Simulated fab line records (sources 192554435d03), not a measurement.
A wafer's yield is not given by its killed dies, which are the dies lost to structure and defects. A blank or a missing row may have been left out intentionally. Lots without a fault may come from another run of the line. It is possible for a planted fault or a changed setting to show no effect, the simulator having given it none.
Which of the tools did it?	flow n5_finfet	36 wafers from 13 lots sampled at 3 of the route's 1938 steps

## WHAT EACH GAUGE READ, for each wafer
N5_BEOL_M15_THK_MEAS_50: measures by xrf. Usual: for M15_THK the level is 841 nm and the standard deviation is 15.
lot	measured	on	M15_THK (nm)	flag
L233	day 11 22:47	film_metro-02	845 852 834	
L235	day 12 22:36	film_metro-01	858 838 818	
L237	day 13 10:07	film_metro-01	867 851 860	
L238	day 13 11:02	film_metro-01	840 824 837	
L239	day 13 15:28	film_metro-02	845 839 832	
L240	day 13 15:50	film_metro-01	833 852 846	
L241	day 13 22:05	film_metro-01	822 826 839	
L242	day 15 03:34	film_metro-01	819 825 847	
L246	day 15 03:56	film_metro-01	853 853	
L248	day 16 05:44	film_metro-02	845 819	
L251	day 16 20:06	film_metro-02	819 830	
L253	day 16 22:58	film_metro-02	826 847 859	
L254	day 17 02:59	film_metro-02	820 827 844	

## WHAT TOOL EACH LOT RAN ON (gives the tool, then ch and the chambers of the sampled wafers, and finally the start)
lot	N5_BEOL_M15_SPUTTER_45	N5_BEOL_M15_ANNEAL_48
L233	pvd_sputter-03, day 11 21:34	rtp_anneal-02 ch 0, day 11 21:56
L235	pvd_sputter-03, day 12 21:39	rtp_anneal-01 ch 0, day 12 22:01
L237	pvd_sputter-01, day 13 09:10	rtp_anneal-01 ch 0, day 13 09:31
L238	pvd_sputter-02, day 13 09:29	rtp_anneal-02 ch 0, day 13 10:29
L239	pvd_sputter-01, day 13 14:31	rtp_anneal-01 ch 0, day 13 14:53
L240	pvd_sputter-01, day 13 14:53	rtp_anneal-02 ch 0, day 13 15:17
L241	pvd_sputter-01, day 13 21:08	rtp_anneal-01 ch 0, day 13 21:32
L242	pvd_sputter-03, day 15 02:37	rtp_anneal-02 ch 0, day 15 02:58
L246	pvd_sputter-01, day 15 02:59	rtp_anneal-01 ch 0, day 15 03:23
L248	pvd_sputter-01, day 16 03:55	rtp_anneal-01 ch 0, day 16 05:19
L251	pvd_sputter-03, day 16 19:07	rtp_anneal-02 ch 0, day 16 19:41
L253	pvd_sputter-01, day 16 22:01	rtp_anneal-02 ch 0, day 16 22:23
L254	pvd_sputter-03, day 17 01:41	rtp_anneal-02 ch 0, day 17 02:30
- N5_BEOL_M15_SPUTTER_45: material Cu, target thk 100 nm, time 16.67 s.
- N5_BEOL_M15_ANNEAL_48: time 90 s.

## WHAT THE TOOLS THEMSELVES READ (means of the sampled wafers that have a number; where no wafer has one, the mark that the record gives instead)
N5_BEOL_M15_SPUTTER_45. Usual: bias_v 60.0 V, standard deviation 0.58; throttle_valve_pct 29.9 %, standard deviation 1.3.
lot	tool	bias_v (V)	throttle_valve_pct (%)	flag
L233	pvd_sputter-03	60.3	29.3	
L235	pvd_sputter-03	60.4	28.5	
L237	pvd_sputter-01	60.8	30.4	
L238	pvd_sputter-02	59.9	31.1	
L239	pvd_sputter-01	59.6	29.5	
L240	pvd_sputter-01	59.7	28.6	
L241	pvd_sputter-01	60.5	29.5	
L242	pvd_sputter-03	60.1	29.3	
L246	pvd_sputter-01	60.5	28.9	
L248	pvd_sputter-01	59.7	29.1	
L251	pvd_sputter-03	59.6	28.5	
L253	pvd_sputter-01	59.9	30.6	
L254	pvd_sputter-03	60.4	29.4	

N5_BEOL_M15_ANNEAL_48. Usual: wafer_temp_C_max at 226.11, with a standard deviation of 0.25.
lot	tool	wafer_temp_C_max	flag
L233	rtp_anneal-02	226.01	
L235	rtp_anneal-01	226.22	
L237	rtp_anneal-01	226.16	
L238	rtp_anneal-02	225.96	
L239	rtp_anneal-01	226.08	
L240	rtp_anneal-02	225.92	
L241	rtp_anneal-01	225.99	
L242	rtp_anneal-02	226.37	
L246	rtp_anneal-01	225.88	
L248	rtp_anneal-01	226.05	
L251	rtp_anneal-02	226.35	
L253	rtp_anneal-02	226.32	
L254	rtp_anneal-02	226.29	

## THE ANSWER, worked out from the rows above alone
Rule: a lot counts as off when the mean over its wafers that have a number is more than 3 standard deviations away from the usual mean. Also off: a lot with no number at a reading for which 4 or more lots have one. All remaining lots with rows at the step are treated as sound. First the gauges in route order, then the tools' own readings, where a lot's mean is used as printed above. The first step at which some lot is off is used, and at that step the reading that is off furthest; a lot without a number counts as furthest.
Nothing can be told from this: no lot is off at any reading shown.

## WHAT THE SIMULATOR HAD INSERTED
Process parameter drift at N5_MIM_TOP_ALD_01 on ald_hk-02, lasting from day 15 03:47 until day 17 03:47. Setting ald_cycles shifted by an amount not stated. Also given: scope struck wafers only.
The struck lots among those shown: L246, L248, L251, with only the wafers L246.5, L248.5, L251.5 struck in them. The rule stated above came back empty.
